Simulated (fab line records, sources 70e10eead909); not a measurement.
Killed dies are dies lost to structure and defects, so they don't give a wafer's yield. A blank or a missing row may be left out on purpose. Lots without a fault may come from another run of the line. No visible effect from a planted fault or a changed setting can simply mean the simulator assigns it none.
Matching of chambers ; flow nandHarc ; 3 sister chambers for NHARC_P_M0_DEP_32 on pecvd-02
The step deposits SiCN, target thk 30 nm. 3 wafers are shown with their chamber, then 9 later ones without.

WAFERS, EACH WITH ITS CHAMBER
wafer;chamber;heaterPowerW (W)
L092.2;1;656
L093.4;0;475
L093.5;2;597

WAFERS WITHOUT THEIR CHAMBER
wafer;heaterPowerW (W)
L095.2;557
L095.3;445
L095.5;670
L095.1;659
L095.4;446
L095.6;550
L097.1;569
L097.3;677
L097.4;667

CHAMBER TAKEN BY EACH
wafer;from the rows above;in truth
L095.2;can't be placed: 2 or 0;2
L095.3;0;0
L095.5;1;1
L095.1;1;1
L095.4;0;0
L095.6;can't be placed: 2 or 0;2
L097.1;2;2
L097.3;1;1
L097.4;1;1
Placed correctly: 7 of 9. Unplaceable from these rows: 2, with the true chamber sitting among the candidates in 2. Number placed wrongly: 0.
How it was worked out, from the rows above alone: a wafer's distance from a chamber is the root of the sum, over the readings, of the square of ((its reading less the chamber's mean) divided by the reading's scatter). If the next closest chamber is less than 2 further off than the closest, the wafer can't be placed; otherwise it belongs to the closest. For every chamber, the mean is computed from those of its wafers that are shown. The scatter: root of mean squared gap, hidden wafer to nearest shown wafer, with one shown wafer a chamber.
